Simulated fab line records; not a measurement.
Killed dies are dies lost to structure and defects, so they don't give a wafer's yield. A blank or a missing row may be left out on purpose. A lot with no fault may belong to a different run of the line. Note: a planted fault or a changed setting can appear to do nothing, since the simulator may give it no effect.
fab line records	flow nand-harc
[record] lots = 13	wafers = 39	last-day = 24
route steps=1159 shown A_WL_FILL@813 A_BONDPAD@1077 THIN_TSV@1136 END@1159
lots that met no fault: from a run of the same line without faults
start-h: hours from the record's opening day to when the first of the lot's shown wafers began	wait-h: hours elapsed since this lot's preceding step	" identical to the entry in the row above	L1.1+2: a single row standing in for several wafers	- value missing, or start not given	* or withheld: withheld	< > ~ a bound
route shown NAME@n: names a module that has steps shown in the file, with the first one's number in the route	usual: the fault-free wafers' mean and standard deviation	same: alike in all rows	chamber/n: place in a boat	sites: each site's reading	_std_site: standard deviation across them	_edge_site: outer sites' mean less inner sites'	radius-mm: how far each site lies from the wafer's centre	mask NAME#n: copy n	behind: tool/chamber where the wafer was last shaped	hold: the reason the lot was held/the length of the hold in hours/how it ended	device: the n, p or np transistor that did not switch	end of line: tests run on the same wafers once the route is complete	a step given without rows: its recipe and nothing more	killed: dies that structure and defects cost at the first sort, which is not the same as the wafer's yield	map: the dies of a wafer, with x for killed, . for not killed, _ for no die there
set.NAME: the setting as run; set.NAME@STEP: as run at that earlier step	model.NAME: the simulator's own value behind a step, which no gauge read
steps of the route over a sample of lots; a table a step, a row a wafer
services: when a tool's chamber went out of use (start-h, in hours from the record's first day, below 0 if earlier), for how many hours, and the reason
[[steps]]
[step NHARC_A_WL_FILL_CVD_03]
[recipe] target-thk-a = 400	temp-c = 300	pressure-torr = 40	wf6-flow-sccm = 40	h2-flow-sccm = 1600	ar-flow-sccm = 1560	time-s = 3302	material = W
[usual] heater-power-w = 458/45	throttle-valve-pct = 8.0/0.36
lot.wafer	tool	chamber	start-h	wait-h	heater-power-w	throttle-valve-pct
L492.2	cvd-w-02	0	339.30	0.1	430	8.6
L492.6	"	0	341.19	2.0	411	8.2
L492.5	"	1	"	"	546	8.1
L491.4	cvd-w-02	1	343.07	3.7	541	8.0
L491.3	"	0	"	"	426	8.0
L491.5	"	0	"	"	414	8.2
L490.2	cvd-w-01	0	343.64	1.7	426	8.4
L490.3	"	0	"	"	436	7.9
L490.6	"	1	346.00	4.1	469	7.5
L495.2	cvd-w-02	1	355.45	0.5	544	8.0
L495.3	"	1	"	"	544	8.0
L495.6	"	1	"	"	557	8.3
L494.4	cvd-w-01	1	355.93	1.0	455	7.4
L494.3	"	0	"	"	462	8.0
L494.5	"	0	"	"	449	8.4
L496.1	cvd-w-01	1	358.27	3.1	452	7.5
L496.6	"	0	359.68	4.5	446	7.9
L496.5	"	1	"	"	447	7.4
L493.3	cvd-w-02	1	359.18	1.3	531	8.4
L493.6	"	1	"	"	545	8.2
L493.5	"	0	"	"	424	8.2
L497.1	cvd-w-02	0	373.83	0.1	422	8.5
L497.2	"	1	"	"	532	8.1
L497.6	"	1	376.16	2.4	539	8.3
L499.2	cvd-w-01	0	390.41	6.6	439	7.9
L499.3	"	1	"	"	456	7.4
L499.4	"	0	"	"	462	8.0
L498.2	cvd-w-01	0	393.27	8.9	444	8.6
L498.4	"	0	"	"	429	8.3
L498.6	"	1	"	"	456	7.4
L500.1	cvd-w-01	0	396.37	3.9	451	8.0
L500.5	"	0	398.23	5.8	431	8.4
L500.6	"	1	"	"	448	7.5
L510.1	cvd-w-02	0	446.95	0.4	399	7.6
L510.3	"	0	"	"	400	7.7
L510.5	"	0	"	"	404	7.9
L513.2	cvd-w-02	1	479.79	0.1	514	8.3
L513.3	"	0	481.19	1.5	399	8.1
L513.5	"	0	"	"	405	7.9
[step NHARC_A_BONDPAD_ETCH_12]
[recipe] target-depth-a = 2200	time-s = 110	chf3-flow-sccm = 50	o2-flow-sccm = 10	ar-flow-sccm = 200	rf-w = 500	bias-w = 200	chemistry = CHF3/O2
[usual] drypump-motor-current-A = 6.0/0.45	oes-product-au = 0.940/0.02	rf-vpp-V = 370.9/2.5	showerhead-plenum-p-Torr = 2.42/0.11	throttle-valve-pct = 20.572/0.009
lot.wafer	tool	chamber	start-h	wait-h	drypump-motor-current-A	oes-product-au	rf-hours-counter-h	rf-vpp-V	showerhead-plenum-p-Torr	throttle-valve-pct
L492.2	rie-diel-07	0	-	-	5.4	0.968	6	367.0	2.26	20.567
L492.6	"	1	"	"	6.6	0.963	-	371.2	2.45	20.568
L492.5	"	2	"	"	5.8	0.973	-	373.9	2.57	20.575
L491.4	rie-diel-07	1	-	-	6.7	0.922	6	371.6	2.45	20.572
L491.3	"	2	"	"	5.8	0.919	6	373.7	2.57	20.563
L491.5	"	0	"	"	5.4	0.928	-	365.6	2.26	20.577
L490.2	rie-diel-07	2	-	-	5.8	0.942	6	372.8	2.57	20.560
L490.3	"	3	"	"	6.3	0.953	6	371.0	2.44	20.553
L490.6	"	1	"	"	6.7	0.954	-	372.3	2.45	20.573
L495.3	rie-diel-11	2	-	-	5.8	0.924	10	369.6	2.27	20.578
L495.2	"	3	"	"	5.8	0.929	10	371.0	2.42	20.580
L495.6	"	1	"	"	5.5	0.913	-	374.4	2.54	20.582
L494.4	rie-diel-01	3	-	-	6.3	0.924	42	372.8	2.49	20.573
L494.3	"	0	"	"	6.4	0.915	42	366.3	2.22	20.571
L494.5	"	2	"	"	6.7	0.926	-	370.0	2.38	20.569
L496.1	rie-diel-01	2	-	-	6.6	0.924	42	369.5	2.38	20.562
L496.6	"	0	"	"	6.4	0.916	-	365.2	2.22	20.568
L496.5	"	1	"	"	5.7	0.949	-	370.5	2.41	20.579
L493.3	rie-diel-07	2	-	-	5.8	0.961	0	374.5	2.57	20.562
L493.6	"	0	"	"	5.4	0.975	-	366.6	2.26	20.578
L493.5	"	1	"	"	6.6	0.975	-	371.9	2.45	20.563
L497.2	rie-diel-11	1	-	-	5.6	0.932	13	373.2	2.54	20.570
L497.1	"	3	"	"	5.8	0.923	14	371.8	2.42	20.564
L497.6	"	3	"	"	5.8	0.911	-	369.6	2.42	20.569
L498.4	rie-diel-01	0	-	-	6.4	0.916	52	366.6	2.22	20.600
L498.2	"	1	"	"	5.6	0.926	50	370.9	2.41	20.575
L499.4	rie-diel-11	3	-	-	5.8	0.944	17	370.8	2.42	20.580
L499.2	"	0	"	"	5.6	0.935	16	372.9	2.52	20.564
L500.1	rie-diel-07	2	-	-	5.8	0.978	1	374.7	2.57	20.568
L500.5	"	0	"	"	5.4	0.949	-	368.3	2.26	20.591
L510.1	rie-diel-07	0	-	-	5.4	0.922	3	368.3	2.26	20.577
L510.3	"	1	"	"	6.6	0.923	3	372.6	2.44	20.585
L510.5	"	1	"	"	6.6	0.928	-	370.9	2.44	20.565
L513.2	rie-diel-07	3	-	-	6.3	0.926	5	372.0	2.44	20.549
L513.3	"	0	"	"	5.4	0.918	4	366.5	2.26	20.578
L513.5	"	3	"	"	6.3	0.925	-	371.6	2.44	20.577
[step NHARC_A_BONDPAD_CMP_19]
[recipe] t-overpolish-s = 30	cu-recess-touch-s = 16	target-thk-nm = 169.8
[usual] motor-current-A = 13.1/1.5	overpolish-run-s = 29.999/0.0095
[same] t-overpolish-s = 30
lot.wafer	tool	chamber	start-h	wait-h	motor-current-A	overpolish-run-s
L492.2	cmp-01	0	413.16	-	14.6	30.004
L492.6	"	1	"	"	12.9	29.998
L492.5	"	2	"	"	11.8	29.999
L491.3	cmp-03	2	413.44	-	10.5	30.003
L491.4	"	0	"	"	15.0	29.996
L491.5	"	2	"	"	10.3	29.988
L490.3	cmp-03	1	416.20	-	13.2	29.986
L490.2	"	3	"	"	13.7	30.007
L490.6	"	1	"	"	14.4	30.006
L495.2	cmp-04	2	419.24	-	11.1	30.008
L495.3	"	0	"	"	13.5	29.996
L495.6	"	3	"	"	12.4	30.004
L494.4	cmp-03	3	421.84	-	13.4	29.998
L494.3	"	0	"	"	15.2	29.998
L494.5	"	0	"	"	14.8	30.009
L496.1	cmp-04	0	430.13	-	14.5	30.012
L496.6	"	0	"	"	14.6	30.006
L496.5	"	1	"	"	15.4	30.002
L493.3	cmp-04	0	434.39	-	14.8	30.012
L493.6	"	2	"	"	11.5	29.988
L493.5	"	3	"	"	11.8	30.004
L497.1	cmp-04	3	444.10	-	12.0	29.997
L497.2	"	0	"	"	14.9	30.007
L497.6	"	0	"	"	14.7	30.002
L498.2	cmp-01	0	458.11	-	13.1	30.002
L498.4	"	2	"	"	11.7	29.999
L499.4	cmp-01	0	459.87	-	13.2	29.999
L499.2	"	2	"	"	11.1	30.002
L500.1	cmp-04	0	467.87	-	14.9	30.000
L500.5	"	2	"	"	12.5	30.023
L510.1	cmp-03	2	527.06	-	10.2	29.992
L510.3	"	3	"	"	13.5	30.006
L510.5	"	3	"	"	12.8	30.003
L513.2	cmp-04	3	552.99	-	12.6	30.004
L513.3	"	0	"	"	14.9	30.012
L513.5	"	1	"	"	15.1	29.984
[step NHARC_THIN_TSV_DEGAS_53]
[recipe] temp-c = 300	time-s = 60
[usual] heater-power-w = 460/50
lot.wafer	tool	chamber	start-h	wait-h	heater-power-w
L492.2	pvd-sputter-03	-	429.39	0.1	574
L492.6	"	-	"	"	475
L492.5	"	-	"	"	432
L491.3	pvd-sputter-01	-	431.68	0.1	452
L491.4	"	-	"	"	419
L491.5	"	-	"	"	450
L490.2	pvd-sputter-01	-	435.74	0.1	543
L490.3	"	-	"	"	423
L490.6	"	-	"	"	427
L495.3	pvd-sputter-02	-	437.89	0.1	462
L495.2	"	-	"	"	437
L495.6	"	-	"	"	418
L494.4	pvd-sputter-01	-	442.55	0.1	429
L494.3	"	-	"	"	539
L494.5	"	-	"	"	429
L496.1	pvd-sputter-01	-	449.37	0.1	423
L496.6	"	-	"	"	437
L496.5	"	-	"	"	452
L493.3	pvd-sputter-02	-	450.51	0.1	438
L493.5	"	-	"	"	424
L493.6	"	-	"	"	469
L497.2	pvd-sputter-02	-	465.17	0.1	438
L497.1	"	-	"	"	438
L497.6	"	-	"	"	418
L498.2	pvd-sputter-03	-	477.11	0.1	444
L498.4	"	-	"	"	574
L499.2	pvd-sputter-03	-	478.29	0.1	580
L499.4	"	-	"	"	411
L500.1	pvd-sputter-01	-	487.75	0.1	458
L500.5	"	-	"	"	442
L510.3	pvd-sputter-01	-	546.53	0.1	438
L510.1	"	-	"	"	382
L510.5	"	-	"	"	437
L513.2	pvd-sputter-01	-	568.88	0.1	449
L513.3	"	-	"	"	443
L513.5	"	-	"	"	390
[step NHARC_END_SORT_01]
[recipe] temp-c = 25
[usual] killed-at-array = 24/7.4	killed-at-other = 0.5/0.81	killed-at-periphery = 3.4/2.3	killed-dies = 28/8	killed-open = 3.4/1.8	killed-short = 2.0/1.4
[same] gross-dies = 677
lot.wafer	tool	chamber	start-h	wait-h	killed-at-array	killed-at-other	killed-at-periphery	killed-dies	killed-open	killed-short
L498.2	prober-01	0	489.05	2.8	27	0	1	28	3	1
L498.4	prober-01	0	490.64	3.4	32	2	1	35	0	1
L498.6	prober-01	0	492.23	4.0	448	1	1	450	2	3
L499.2	prober-02	0	489.05	2.8	24	0	1	25	3	2
L499.3	prober-02	0	489.85	3.1	439	0	0	439	3	1
L499.4	prober-02	0	490.65	3.4	23	1	0	24	4	1
L500.1	prober-01	0	497.45	2.5	30	0	7	37	3	1
L500.5	prober-01	0	500.69	3.7	24	0	9	33	5	2
L500.6	prober-01	0	501.49	4.0	526	0	7	533	4	2
// killed by level:class
L498.2 A_SLIT:chamber-film-flake=8 A_CHANNEL_HOLE_D1:chamber-film-flake=7 A_CONTACT:chamber-film-flake=7 A_CONTACT:geometric-particle:open=2 A_WL_FILL:geometric-particle:short=1 A_M1:geometric-particle:open=1 P_GATE:chamber-film-flake=1 A_STAIRCASE:chamber-film-flake=1
L499.2 A_SLIT:chamber-film-flake=9 A_STAIRCASE:chamber-film-flake=5 A_CHANNEL_FILL_D1:chamber-film-flake=2 A_CONTACT:chamber-film-flake=2 P_M0:geometric-particle:short=1 A_ONON_D1:geometric-particle:open=1 A_CHANNEL_HOLE_D1:geometric-particle:short=1 A_WL_FILL:geometric-particle:open=1
L499.3 A_WL_FILL:area-cvd=420 A_SLIT:chamber-film-flake=10 A_STAIRCASE:chamber-film-flake=3 A_M0:geometric-particle:open=2 A_CHANNEL_FILL_D1:geometric-particle:open=1 A_M0:geometric-particle:short=1 A_CONTACT:chamber-film-flake=1 A_M1:chamber-film-flake=1
L498.4 A_CHANNEL_HOLE_D1:chamber-film-flake=14 A_CONTACT:chamber-film-flake=8 A_SLIT:chamber-film-flake=7 A_STAIRCASE:chamber-film-flake=2 A_WL_FILL:geometric-particle:short=1 P_BONDPAD:chamber-film-flake=1 THIN_TSV:chamber-film-flake=1 HYBRID_BOND:latent=1
L499.4 A_SLIT:chamber-film-flake=15 A_M0:geometric-particle:open=2 A_CHANNEL_HOLE_D1:geometric-particle:open=1 A_CHANNEL_FILL_D1:geometric-particle:short=1 STARTING-WAFER:geometric-particle:open=1 A_ZERO_WELL:chamber-film-flake=1 A_CHANNEL_HOLE_D1:chamber-film-flake=1 A_STAIRCASE:chamber-film-flake=1
L498.6 A_WL_FILL:area-cvd=409 A_CHANNEL_HOLE_D1:chamber-film-flake=16 A_SLIT:chamber-film-flake=14 A_WL_FILL:geometric-particle:short=2 A_CONTACT:geometric-particle:open=2 A_STAIRCASE:chamber-film-flake=2 A_CONTACT:chamber-film-flake=2 A_CHANNEL_FILL_D1:geometric-particle:short=1
L500.1 A_SLIT:chamber-film-flake=12 P_ZERO_WELL:chamber-film-flake=5 A_CONTACT:chamber-film-flake=5 A_CHANNEL_HOLE_D1:chamber-film-flake=4 A_WL_FILL:chamber-film-flake=4 A_CONTACT:geometric-particle:open=2 A_STAIRCASE:chamber-film-flake=2 P_GATE:geometric-particle:short=1
L500.5 A_SLIT:chamber-film-flake=10 A_CHANNEL_HOLE_D1:chamber-film-flake=4 A_CONTACT:chamber-film-flake=4 P_ZERO_WELL:chamber-film-flake=3 P_GATE:geometric-particle:open=1 P_CONTACT:geometric-particle:short=1 P_M1:geometric-particle:open=1 A_CHANNEL_FILL_D1:geometric-particle:open=1
L500.6 A_WL_FILL:area-cvd=499 A_SLIT:chamber-film-flake=12 P_ZERO_WELL:chamber-film-flake=5 A_CHANNEL_HOLE_D1:chamber-film-flake=3 A_STAIRCASE:chamber-film-flake=3 A_CONTACT:geometric-particle:open=2 A_WL_FILL:chamber-film-flake=2 A_CHANNEL_FILL_D1:geometric-particle:open=1
[[services]]
tool	chamber	start-h	hours	kind
cmp-03	-	327.97	0.9	repair
cmp-03	-	328.94	3.3	repair
pvd-sputter-01	-	336.01	10.0	pm
cmp-04	-	341.01	1.4	repair
cmp-04	-	349.15	1.0	repair
cvd-w-02	-	349.77	2.3	repair
cmp-03	-	352.16	4.0	pm
cmp-04	-	373.42	2.4	repair
cvd-w-02	-	380.93	13.0	pm
cmp-04	-	399.08	4.0	pm
cvd-w-01	0	404.49	2.8	repair
rie-diel-07	-	416.89	9.0	pm
rie-diel-07	1	434.35	2.5	repair
pvd-sputter-01	-	437.04	1.4	repair
rie-diel-07	0	446.39	13.2	repair
cvd-w-01	-	474.92	13.0	pm
cmp-04	-	497.19	4.0	pm
cmp-04	-	502.11	1.0	repair
pvd-sputter-01	-	503.72	3.3	repair
pvd-sputter-01	-	514.01	10.0	pm
cvd-w-01	0	525.46	11.3	repair
cvd-w-01	1	525.71	2.6	repair
cmp-04	-	537.42	2.9	repair
cvd-w-02	-	561.93	13.0	pm
[[key]]
[first-sign] step = NHARC_END_SORT_01	reading = killed-at-array	direction = up	sigmas = 60	usual = 24	struck = 471
[effect] step = NHARC_END_SORT_01	reading = killed-dies	direction = up	sigmas = 56	usual = 28	struck = 474
[more-kills-born-at] NHARC_A_WL_FILL_CVD_03@cvd-w-01 = 1328
met-at NHARC_A_WL_FILL_CVD_03
struck-lots L498,L499,L500
struck-wafers L498.6,L499.3,L500.6
later-rows-left-out L498.6,L499.3,L500.6
tester-left-out L498,L499,L500
not-acting-at NHARC_A_BONDPAD_ETCH_12,NHARC_A_BONDPAD_CMP_19,NHARC_THIN_TSV_DEGAS_53
[fault] kind = process-parameter-drift	tool = cvd-w-01	chamber = 1	onset-h = 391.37	steps = NHARC_A_WL_FILL_CVD_03	channel = target-thk-a	offset = *	shape = step	end-h = 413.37	acts-in = *	stated = *
// tester-left-out: of these lots the tester's yield and bins aren't shown, on N5 and GAA mostly nor the transistor test; their killed dies are dies lost to structure and defects alone, not to doping, threshold or leakage, so they don't give the yield
// later-rows-left-out: the simulator's readings of these wafers behind a module that went badly wrong aren't trusted and aren't shown, but for the sort
